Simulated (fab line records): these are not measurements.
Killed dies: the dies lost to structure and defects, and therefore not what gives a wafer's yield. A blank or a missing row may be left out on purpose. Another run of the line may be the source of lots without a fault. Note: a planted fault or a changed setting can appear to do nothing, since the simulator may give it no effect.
fab line records ; flow n5-finfet ; part 1 of 2: steps 1 to 23 of 31
record: lots: 5; wafers: 15; last-day: 19
route steps=1938 shown DUMMY_REMOVAL@382 HKMG_FIN@385
lots with no fault: from the same line, run without faults
start-h: start of the lot's first displayed wafer, in hours after the record's first day ; wait-h: hours from the lot's prior step to this one ; " same as the row above ; L1.1+2: a row that stands for several wafers ; - value missing, or start not given ; * or withheld: withheld ; < > ~ a bound
route shown NAME@n: NAME is a module with steps in the file, n the number in the route of the first one ; usual: average and standard deviation across the fault-free wafers ; same: alike in all rows ; chamber/n: place in a boat ; sites: readings site by site ; _std_site: their standard deviation ; _edge_site: the outer-site mean with the inner-site mean subtracted ; radius-mm: how far each site lies from the wafer's centre ; mask NAME#n: copy n ; behind: tool/chamber where the wafer was last shaped ; hold: the reason the lot was held/the length of the hold in hours/how it ended ; device: whichever transistor did not switch (one of n, p or np) ; end of line: the route-end tests of the same wafers ; a step without rows: its recipe alone ; killed: the dies lost at the first sort to structure and to defects; this is not the yield of the wafer ; map: a wafer's dies, marking killed ones x, the rest . and places with no die _
set.NAME: the run value of the setting; set.NAME@STEP: its run value at that earlier step ; model.NAME: the simulator's own value behind a step, which no gauge read
lots seen at some steps along the route; tables by step, rows by wafer
services: when a tool's chamber went out of use (start-h, in hours from the record's first day, below 0 if earlier), for how many hours, and the reason
== steps ==
step: N5_DUMMY_REMOVAL_PRECLEAN_08
recipe: chemistry: NF3:NH3; afs-cycles: 2; temp-c: 30; time-s: 20; sublimation-temp-c: 180; sublimation-time-s: 60; pressure-torr: 3; rf-power-w: 30
lot.wafer;tool;chamber;start-h;wait-h
L085.2+4+5;remote-plasma-01;1;140.48;0.1
L087.1+2+6;remote-plasma-02;1;150.82;0.1
L091.1+2+6;remote-plasma-01;0;171.41;0.0
L093.1+2+4;remote-plasma-01;1;184.39;0.0
L095.4+5+6;remote-plasma-01;1;195.59;0.1
step: N5_DUMMY_REMOVAL_PRECLEAN_04
recipe: chemistry: DHF; time-s: 37; temp-c: 25; dilution: 500:1
lot.wafer;tool;chamber;start-h;wait-h
L085.2+4+5;wet-bench-02;5,7,6;140.66;0.2
L087.1+2+6;wet-bench-03;4,3,6;151.03;0.2
L091.1+2+6;wet-bench-02;6,0,5;171.62;0.2
L093.1+2+4;wet-bench-06;6,0,7;184.60;0.2
L095.4+5+6;wet-bench-06;6,3,1;195.71;0.1
step: N5_DUMMY_REMOVAL_SRD_05
recipe: dry: ipa-marangoni; do-ppb: 5; time-s: 30; temp-c: 23; rinse-liquid: diw
lot.wafer;tool;chamber;start-h;wait-h
L085.2+4+5;wet-bench-02;5,7,6;140.68;0.0
L087.1+2+6;wet-bench-03;4,3,6;151.04;0.0
L091.1+2+6;wet-bench-02;6,0,5;171.63;0.0
L093.1+2+4;wet-bench-06;6,0,7;184.62;0.0
L095.4+5+6;wet-bench-06;6,3,1;195.72;0.0
step: N5_HKMG_FIN_IL_REGROW_00
recipe: material: SiO2; target-thk-a: 7.5; chemistry: O3; temp-c: withheld; time-s: 30
lot.wafer;tool;chamber;start-h;wait-h;since-wet-clean-h
L085.2;ald-hk-03;2;140.73;0.0;1021
L085.4;ald-hk-03;1;140.73;0.0;1021
L085.5;ald-hk-03;3;140.73;0.0;-
L087.1;ald-hk-02;1;151.09;0.0;121
L087.2;ald-hk-02;3;151.09;0.0;121
L087.6;ald-hk-02;0;151.09;0.0;-
L091.1;ald-hk-01;0;171.68;0.0;1948
L091.2;ald-hk-01;3;171.68;0.0;1948
L091.6;ald-hk-01;1;171.68;0.0;-
L093.1;ald-hk-02;2;184.66;0.0;155
L093.2;ald-hk-02;0;184.66;0.0;155
L093.4;ald-hk-02;1;184.66;0.0;155
L095.4;ald-hk-03;1;195.77;0.0;1076
L095.5;ald-hk-03;0;195.77;0.0;-
L095.6;ald-hk-03;1;195.77;0.0;-
step: N5_HKMG_FIN_HK_ALD_01
recipe: material: HfO2; target-thk-a: 16; temp-c: withheld; ald-precursor-family: HfCl4; ald-co-reactant: H2O; pulse-time-s: 3; purge-time-s: 3; co-reactant-purge-time-s: 2.5; co-reactant-pulse-time-s: 0.3; ald-cycles: 30
usual: precursor-pulse-height-rel: 1.001/0.02
lot.wafer;tool;chamber;start-h;wait-h;precursor-pulse-height-rel;since-wet-clean-h
L085.2;ald-hk-03;2;140.78;0.0;0.985;1021
L085.4;ald-hk-03;1;140.78;0.0;0.999;1021
L085.5;ald-hk-03;3;140.78;0.0;1.002;-
L087.1;ald-hk-02;1;151.14;0.0;1.006;121
L087.2;ald-hk-02;3;151.14;0.0;0.987;121
L087.6;ald-hk-02;0;151.14;0.0;1.020;-
L091.1;ald-hk-01;0;171.73;0.0;0.998;1948
L091.2;ald-hk-01;3;171.73;0.0;0.998;1948
L091.6;ald-hk-01;1;171.73;0.0;1.004;-
L093.1;ald-hk-02;2;184.71;0.0;1.000;155
L093.2;ald-hk-02;0;184.71;0.0;0.988;155
L093.4;ald-hk-02;1;184.71;0.0;1.003;155
L095.4;ald-hk-03;1;195.82;0.0;1.020;1076
L095.5;ald-hk-03;0;195.82;0.0;0.987;-
L095.6;ald-hk-03;1;195.82;0.0;0.989;-
step: N5_HKMG_FIN_HK_ANNEAL_02
recipe: temp-c: 700; time-s: 30; ambient: N2; idle-temp-c: 600; ramp-up-c-per-s: 150; ramp-down-c-per-s: 60; cool-to-c: 600
usual: lamp-power-pct: 8.79/0.057; lamp_zone_6_pct: 8.726/0.011; wafer_temp_C_max: 702.9/0.63
lot.wafer;tool;chamber;start-h;wait-h;lamp-power-pct;lamp_zone_6_pct;wafer_temp_C_max
L085.2;rtp-anneal-02;0;140.99;0.1;8.78;8.743;703.6
L085.4;rtp-anneal-02;0;140.99;0.1;8.72;8.724;702.6
L085.5;rtp-anneal-02;0;140.99;0.1;8.83;8.721;701.8
L087.1;rtp-anneal-01;0;151.43;0.2;8.72;8.708;702.4
L087.2;rtp-anneal-01;0;151.43;0.2;8.79;8.717;703.4
L087.6;rtp-anneal-01;0;151.43;0.2;8.88;8.745;702.3
L091.1;rtp-anneal-02;0;172.14;0.3;8.80;8.724;702.5
L091.2;rtp-anneal-02;0;172.14;0.3;8.89;8.728;703.0
L091.6;rtp-anneal-02;0;172.14;0.3;8.78;8.730;703.2
L093.1;rtp-anneal-01;0;184.90;0.1;8.84;8.728;702.2
L093.2;rtp-anneal-01;0;184.90;0.1;8.77;8.732;702.6
L093.4;rtp-anneal-01;0;184.90;0.1;8.79;8.734;703.3
L095.4;rtp-anneal-02;0;196.15;0.3;8.82;8.749;703.2
L095.5;rtp-anneal-02;0;196.15;0.3;8.89;8.722;703.1
L095.6;rtp-anneal-02;0;196.15;0.3;8.85;8.732;703.7
step: N5_HKMG_FIN_ALD_74
recipe: material: La2O3; target-thk-a: 5; temp-c: 250; ald-precursor-family: La-Cp; ald-co-reactant: O3; pulse-time-s: 6; co-reactant-pulse-time-s: 1; purge-time-s: 3; co-reactant-purge-time-s: 3
usual: heater-power-w: 358/24; precursor-pulse-height-rel: 0.998/0.019
lot.wafer;tool;chamber;start-h;wait-h;heater-power-w;precursor-pulse-height-rel;since-wet-clean-h
L085.2;ald-hk-02;0;141.19;0.2;339;0.986;111
L085.4;ald-hk-02;1;141.19;0.2;343;0.988;111
L085.5;ald-hk-02;1;141.19;0.2;353;0.990;-
L087.1;ald-hk-01;2;151.64;0.2;341;0.980;1928
L087.2;ald-hk-01;3;151.64;0.2;401;0.971;1928
L087.6;ald-hk-01;2;151.64;0.2;340;0.996;-
L091.1;ald-hk-03;2;172.36;0.2;395;1.011;1052
L091.2;ald-hk-03;0;172.36;0.2;366;0.985;1052
L091.6;ald-hk-03;3;172.36;0.2;320;1.001;-
L093.1;ald-hk-01;1;185.11;0.2;372;1.015;1961
L093.2;ald-hk-01;0;185.11;0.2;330;0.995;1961
L093.4;ald-hk-01;2;185.11;0.2;342;0.967;1961
L095.4;ald-hk-01;1;196.28;0.1;382;0.963;1972
L095.5;ald-hk-01;2;196.28;0.1;338;0.998;-
L095.6;ald-hk-01;1;196.28;0.1;380;1.001;-
step: N5_HKMG_FIN_ALD_75
recipe: material: Al2O3; target-thk-a: 10; temp-c: 150; ald-precursor-family: TMA; ald-co-reactant: H2O; pulse-time-s: withheld; co-reactant-pulse-time-s: 1
usual: heater-power-w: 154/11; precursor-pulse-height-rel: 0.999/0.021
lot.wafer;tool;chamber;start-h;wait-h;heater-power-w;precursor-pulse-height-rel
L085.2;ald-hk-02;0;141.27;0.0;143;0.985
L085.4;ald-hk-02;1;141.27;0.0;147;1.009
L085.5;ald-hk-02;1;141.27;0.0;148;1.006
L087.1;ald-hk-01;2;151.72;0.0;148;0.990
L087.2;ald-hk-01;3;151.72;0.0;169;1.031
L087.6;ald-hk-01;2;151.72;0.0;150;0.998
L091.1;ald-hk-03;2;172.43;0.0;165;1.006
L091.2;ald-hk-03;0;172.43;0.0;165;1.027
L091.6;ald-hk-03;3;172.43;0.0;135;0.968
L093.1;ald-hk-01;1;185.19;0.0;163;0.990
L093.2;ald-hk-01;0;185.19;0.0;142;0.971
L093.4;ald-hk-01;2;185.19;0.0;144;1.006
L095.4;ald-hk-01;1;196.36;0.0;160;0.958
L095.5;ald-hk-01;2;196.36;0.0;147;1.004
L095.6;ald-hk-01;1;196.36;0.0;157;1.003
step: N5_HKMG_FIN_COAT_41
recipe: resist: SOC; temp-c: 250; time-s: 60; spin-rpm: 1500; resist-thk-nm: 300
lot.wafer;tool;chamber;start-h;wait-h
L085.2+4+5;litho-track-01;0;141.37;-
L087.1+2+6;litho-track-05;0;151.82;-
L091.1+2+6;litho-track-01;0;172.53;-
L093.1+2+4;litho-track-03;0;185.29;-
L095.4+5+6;litho-track-01;0;196.46;-
step: N5_HKMG_FIN_COAT_42
recipe: resist: SiARC; temp-c: 220; time-s: 60; spin-rpm: 1500; resist-thk-nm: 35
lot.wafer;tool;chamber;start-h;wait-h
L085.2+4+5;litho-track-01;0;-;-
L087.1+2+6;litho-track-05;0;-;-
L091.1+2+6;litho-track-01;0;-;-
L093.1+2+4;litho-track-03;0;-;-
L095.4+5+6;litho-track-01;0;-;-
step: N5_HKMG_FIN_COAT_43
recipe: resist: CAR-ArF; spin-rpm: 1500; resist-thk-nm: 90
lot.wafer;tool;chamber;start-h;wait-h
L085.2+4+5;litho-track-01;0;-;-
L087.1+2+6;litho-track-05;0;-;-
L091.1+2+6;litho-track-01;0;-;-
L093.1+2+4;litho-track-03;0;-;-
L095.4+5+6;litho-track-01;0;-;-
step: N5_HKMG_FIN_EBR_45
recipe: solvent: PGMEA; ebr-width-mm: 1.5
lot.wafer;tool;chamber;start-h;wait-h
L085.2+4+5;litho-track-01;0;-;-
L087.1+2+6;litho-track-05;0;-;-
L091.1+2+6;litho-track-01;0;-;-
L093.1+2+4;litho-track-03;0;-;-
L095.4+5+6;litho-track-01;0;-;-
step: N5_HKMG_FIN_SOFTBAKE_44
recipe: temp-c: 110; time-s: 60; resist: CAR-ArF
lot.wafer;tool;chamber;start-h;wait-h
L085.2+4+5;litho-track-01;0;-;-
L087.1+2+6;litho-track-05;0;-;-
L091.1+2+6;litho-track-01;0;-;-
L093.1+2+4;litho-track-03;0;-;-
L095.4+5+6;litho-track-01;0;-;-
step: N5_HKMG_FIN_EXPOSE_46
recipe: mask-id: NDIPOLE; na: 1.35; source-shape: conventional; sigma-outer: 0.8; polarization: unpolarized; dose-mj: 40
usual: focus-offset-nm: 0.0/0.55
lot.wafer;tool;chamber;start-h;wait-h;mask;focus-offset-nm
L085.2;arfi-scanner-02;0;141.49;-;NDIPOLE#0;-0.3
L085.4;arfi-scanner-02;0;141.49;-;NDIPOLE#0;0.3
L085.5;arfi-scanner-02;0;141.49;-;NDIPOLE#0;-0.2
L087.1;arfi-scanner-02;0;152.06;-;NDIPOLE#0;0.1
L087.2;arfi-scanner-02;0;152.06;-;NDIPOLE#0;0.3
L087.6;arfi-scanner-02;0;152.06;-;NDIPOLE#0;-0.2
L091.1;arfi-scanner-01;0;172.65;-;NDIPOLE#0;-0.5
L091.2;arfi-scanner-01;0;172.65;-;NDIPOLE#0;-1.5
L091.6;arfi-scanner-01;0;172.65;-;NDIPOLE#0;-0.5
L093.1;arfi-scanner-01;0;185.53;-;NDIPOLE#0;0.9
L093.2;arfi-scanner-01;0;185.53;-;NDIPOLE#0;0.6
L093.4;arfi-scanner-01;0;185.53;-;NDIPOLE#0;1.1
L095.4;arfi-scanner-01;0;196.72;-;NDIPOLE#0;0.9
L095.5;arfi-scanner-01;0;196.72;-;NDIPOLE#0;0.1
L095.6;arfi-scanner-01;0;196.72;-;NDIPOLE#0;-0.2
step: N5_HKMG_FIN_PEB_47
recipe: peb-temp-c: withheld; peb-time-s: 60; resist: CAR-ArF
lot.wafer;tool;chamber;start-h;wait-h
L085.2+4+5;litho-track-01;0;141.54;0.0
L087.1+2+6;litho-track-03;0;152.12;0.1
L091.1+2+6;litho-track-05;0;172.71;0.1
L093.1+2+4;litho-track-03;0;185.59;0.1
L095.4+5+6;litho-track-05;0;196.76;0.0
step: N5_HKMG_FIN_DEVELOP_48
recipe: develop-time-s: 30; developer: TMAH; resist: CAR-ArF; rinse-liquid: diw; dry: air-spin; dev-temp-c: 23
lot.wafer;tool;chamber;start-h;wait-h
L085.2+4+5;litho-track-01;0;-;-
L087.1+2+6;litho-track-03;0;-;-
L091.1+2+6;litho-track-05;0;-;-
L093.1+2+4;litho-track-03;0;-;-
L095.4+5+6;litho-track-05;0;-;-
step: N5_HKMG_FIN_CD_MEAS_49
recipe: target-cd-nm: 202; landing-energy-ev: 500; detector: se-inlens; polarity: opening
usual: cd-nm: 202.2/0.71
lot.wafer;tool;chamber;start-h;wait-h;cd-nm
L085.2;cd-sem-02;0;141.61;-;203.0
L085.4;cd-sem-02;0;141.61;-;202.8
L085.5;cd-sem-02;0;141.61;-;202.1
L087.1;cd-sem-01;0;152.18;-;202.9
L087.2;cd-sem-01;0;152.18;-;202.1
L087.6;cd-sem-01;0;152.18;-;203.2
L091.1;cd-sem-02;0;172.77;-;203.3
L091.2;cd-sem-02;0;172.77;-;202.9
L091.6;cd-sem-02;0;172.77;-;203.4
L093.1;cd-sem-02;0;185.66;-;203.4
L093.2;cd-sem-02;0;185.66;-;201.9
L093.4;cd-sem-02;0;185.66;-;203.0
L095.4;cd-sem-03;0;196.83;-;201.9
L095.5;cd-sem-03;0;196.83;-;202.1
L095.6;cd-sem-03;0;196.83;-;201.9
step: N5_HKMG_FIN_OVL_MEAS_50
recipe: points-per-wafer: 44
usual: NDIPOLE_OVL: 0.1/0.72
lot.wafer;tool;chamber;start-h;wait-h;NDIPOLE_OVL[nm]
L085.2;overlay-02;0;141.64;0.0;0.1
L085.4;overlay-02;0;141.64;0.0;-0.3
L085.5;overlay-02;0;141.64;0.0;-1.9
L087.1;overlay-01;0;152.21;0.0;0.4
L087.2;overlay-01;0;152.21;0.0;0.8
L087.6;overlay-01;0;152.21;0.0;-0.3
L091.1;overlay-01;0;172.80;0.0;0.2
L091.2;overlay-01;0;172.80;0.0;-0.7
L091.6;overlay-01;0;172.80;0.0;0.1
L093.1;overlay-02;0;185.69;0.0;0.0
L093.2;overlay-02;0;185.69;0.0;-1.1
L093.4;overlay-02;0;185.69;0.0;-1.1
L095.4;overlay-01;0;196.85;0.0;-0.5
L095.5;overlay-01;0;196.85;0.0;0.4
L095.6;overlay-01;0;196.85;0.0;0.7
step: N5_HKMG_FIN_INSPECT_61
recipe: mode: adi; inspect-instrument: macro
usual: raw-defect-count: 2.1/1.4
lot.wafer;tool;chamber;start-h;wait-h;raw-defect-count
L085.2;defect-inspect-02;-;141.66;0.0;1
L085.4;defect-inspect-02;-;141.66;0.0;1
L085.5;defect-inspect-02;-;141.66;0.0;1
L087.1;defect-inspect-01;-;152.24;0.0;0
L087.2;defect-inspect-01;-;152.24;0.0;3
L087.6;defect-inspect-01;-;152.24;0.0;4
L091.1;defect-inspect-02;-;172.83;0.0;0
L091.2;defect-inspect-02;-;172.83;0.0;2
L091.6;defect-inspect-02;-;172.83;0.0;2
L093.1;defect-inspect-01;-;185.71;0.0;2
L093.2;defect-inspect-01;-;185.71;0.0;3
L093.4;defect-inspect-01;-;185.71;0.0;3
L095.4;defect-inspect-02;-;196.88;0.0;1
L095.5;defect-inspect-02;-;196.88;0.0;1
L095.6;defect-inspect-02;-;196.88;0.0;4
step: N5_HKMG_FIN_DESCUM_53
recipe: chemistry: O2; time-s: 7.9; source-power-w: 50; bias-power-w: 20; pressure-mtorr: 20; rf-frequency-hz: 2.712e+07; temp-c: 40; resist: CAR-ArF; o2-flow-sccm: 225
usual: bias-power-w: 20.00/0.059; drypump-motor-current-A: 5.8/0.5; oes-product-au: 0.73/0.063; rf-vpp-V: 243.0/1.3; showerhead-plenum-p-Torr: 2.09/0.082; throttle-valve-pct: 20.44/0.28
lot.wafer;tool;chamber;start-h;wait-h;bias-power-w;drypump-motor-current-A;oes-product-au;rf-hours-counter-h;rf-vpp-V;showerhead-plenum-p-Torr;throttle-valve-pct
L085.2;rie-diel-06;0;141.79;0.1;19.96;5.9;0.75;174;245.2;2.16;20.42
L085.4;rie-diel-06;1;141.79;0.1;19.92;5.2;0.71;183;246.2;2.19;20.52
L085.5;rie-diel-06;0;141.79;0.1;20.08;5.9;0.75;-;244.8;2.16;20.43
L087.1;rie-diel-06;0;152.43;0.2;20.09;5.9;0.74;178;244.8;2.15;20.44
L087.2;rie-diel-06;1;152.43;0.2;20.03;5.2;0.71;187;243.7;2.19;20.52
L087.6;rie-diel-06;2;152.43;0.2;20.02;6.2;0.69;-;243.2;2.18;20.59
L091.1;rie-diel-02;3;172.86;0.0;19.93;6.3;0.73;177;243.6;2.00;20.14
L091.2;rie-diel-02;2;172.86;0.0;19.92;5.2;0.68;240;241.8;2.06;20.44
L091.6;rie-diel-02;3;172.86;0.0;19.93;6.4;0.73;-;242.1;2.00;20.16
L093.1;rie-diel-03;2;185.75;0.0;19.98;5.6;0.72;177;241.3;1.99;20.35
L093.2;rie-diel-03;1;185.75;0.0;19.98;5.9;0.77;159;244.9;2.20;20.97
L093.4;rie-diel-03;3;185.75;0.0;19.95;6.1;0.68;-;241.0;1.98;20.38
L095.4;rie-diel-03;0;196.92;0.0;19.98;4.8;0.96;4;242.4;2.06;20.05
L095.5;rie-diel-03;1;196.92;0.0;19.97;5.9;0.76;-;244.2;2.19;21.00
L095.6;rie-diel-03;0;196.92;0.0;20.02;4.9;0.96;-;242.9;2.06;20.07
step: N5_HKMG_FIN_ETCH_54
recipe: chemistry: CF4; target: SiARC; target-depth-a: 455; mask-material: CAR-ArF; time-s: 75.8; ion-energy-ev: 80; pressure-mtorr: 40; source-w: 545; bias-w: 36; Ar_flow_sccm: 100; cf4-flow-sccm: 100; ends: cleared
usual: bias-w: 36.00/0.11; drypump-motor-current-A: 5.8/0.5; etch-rf-on-time-s: 75.3/1.7; mfc-ar-sccm: 100.03/0.29; oes-product-au: 0.63/0.055; rf-vpp-V: 184.0/1.3; showerhead-plenum-p-Torr: 2.14/0.076; throttle-valve-pct: 15.65/0.24
lot.wafer;tool;chamber;start-h;wait-h;bias-w;drypump-motor-current-A;etch-rf-on-time-s;mfc-ar-sccm;oes-product-au;rf-hours-counter-h;rf-vpp-V;showerhead-plenum-p-Torr;throttle-valve-pct
L085.2;rie-diel-06;0;141.83;0.0;36.10;5.9;75.2;100.41;0.64;174;185.7;2.21;15.73
L085.4;rie-diel-06;1;141.83;0.0;36.06;5.2;72.8;100.45;0.61;183;185.2;2.22;15.67
L085.5;rie-diel-06;0;141.83;0.0;35.97;5.9;75.3;100.09;0.64;-;185.8;2.21;15.73
L087.1;rie-diel-06;0;152.46;0.0;36.06;5.9;77.0;99.46;0.63;178;184.7;2.21;15.75
L087.2;rie-diel-06;1;152.46;0.0;35.96;5.2;73.4;99.59;0.61;187;185.7;2.22;15.67
L087.6;rie-diel-06;2;152.46;0.0;35.95;6.1;78.4;100.40;0.59;-;185.9;2.19;15.62
L091.1;rie-diel-02;3;172.90;0.0;35.82;6.4;74.8;100.11;0.63;177;182.3;2.05;15.40
L091.2;rie-diel-02;2;172.90;0.0;35.84;5.2;75.1;99.81;0.59;240;183.4;2.13;15.77
L091.6;rie-diel-02;3;172.90;0.0;36.12;6.4;75.2;99.96;0.63;-;180.7;2.05;15.39
L093.1;rie-diel-03;2;185.78;0.0;36.13;5.7;76.7;100.15;0.62;177;182.6;2.05;15.62
L093.2;rie-diel-03;1;185.78;0.0;35.83;5.9;72.5;99.97;0.67;159;185.3;2.23;16.03
L093.4;rie-diel-03;3;185.78;0.0;36.03;6.2;76.6;100.48;0.58;-;184.6;2.02;15.59
L095.4;rie-diel-03;0;196.96;0.0;36.08;4.9;72.8;99.93;0.83;4;185.0;2.12;15.25
L095.5;rie-diel-03;1;196.96;0.0;36.11;5.9;72.7;99.73;0.67;-;184.0;2.22;16.05
L095.6;rie-diel-03;0;196.96;0.0;35.82;4.9;72.1;99.87;0.84;-;183.1;2.12;15.27
step: N5_HKMG_FIN_ETCH_55
recipe: chemistry: N2/H2; target: SOC; target-depth-a: 2400; temp-c: 40; time-s: 300; ion-energy-ev: 200; mask-material: SiARC; pressure-mtorr: 30; source-w: 840; bias-w: 150; n2-flow-sccm: 200; h2-flow-sccm: 200
usual: bias-w: 149.9/0.42; drypump-motor-current-A: 5.8/0.5; oes-product-au: 0.74/0.067; rf-vpp-V: 523.7/2.7; showerhead-plenum-p-Torr: 2.53/0.096; throttle-valve-pct: 17.87/0.3
lot.wafer;tool;chamber;start-h;wait-h;bias-w;drypump-motor-current-A;oes-product-au;rf-hours-counter-h;rf-vpp-V;showerhead-plenum-p-Torr;throttle-valve-pct
L085.2;rie-diel-06;0;141.88;0.0;149.7;5.9;0.74;174;527.0;2.64;18.01
L085.4;rie-diel-06;1;141.88;0.0;149.7;5.2;0.71;183;523.8;2.63;17.72
L085.5;rie-diel-06;0;141.88;0.0;150.4;5.9;0.75;-;526.7;2.64;18.00
L087.1;rie-diel-06;0;152.52;0.0;150.3;5.9;0.74;178;526.0;2.64;18.01
L087.2;rie-diel-06;1;152.52;0.0;150.1;5.2;0.71;187;525.6;2.63;17.75
L087.6;rie-diel-06;2;152.52;0.0;149.9;6.2;0.68;-;526.5;2.63;18.02
L091.1;rie-diel-02;3;172.95;0.0;149.7;6.4;0.74;177;519.6;2.44;17.64
L091.2;rie-diel-02;2;172.95;0.0;150.2;5.2;0.69;240;523.1;2.48;17.83
L091.6;rie-diel-02;3;172.95;0.0;149.5;6.4;0.73;-;520.1;2.44;17.64
L093.1;rie-diel-03;2;185.84;0.0;150.1;5.6;0.71;177;519.9;2.42;17.82
L093.2;rie-diel-03;1;185.84;0.0;149.7;5.9;0.80;159;528.9;2.65;18.42
L093.4;rie-diel-03;3;185.84;0.0;150.5;6.1;0.68;-;519.2;2.40;17.73
L095.4;rie-diel-03;0;197.01;0.0;150.2;4.9;0.98;4;523.4;2.50;17.41
L095.5;rie-diel-03;1;197.01;0.0;150.5;5.9;0.79;-;527.6;2.65;18.43
L095.6;rie-diel-03;0;197.01;0.0;150.0;4.9;0.98;-;521.9;2.50;17.42
step: N5_HKMG_FIN_STRIP_56
recipe: chemistry: N2/H2; temp-c: 40; n2-flow-sccm: 200; h2-flow-sccm: 200; rf-frequency-hz: 6e+07
lot.wafer;tool;chamber;start-h;wait-h
L085.2+4+5;rie-diel-06;0,1,0;142.06;0.1
L087.1+2+6;rie-diel-06;0,1,2;152.70;0.1
L091.1+2+6;rie-diel-02;3,2,3;173.13;0.1
L093.1+2+4;rie-diel-03;2,1,3;186.02;0.1
L095.4+5+6;rie-diel-03;0,1,0;197.19;0.1
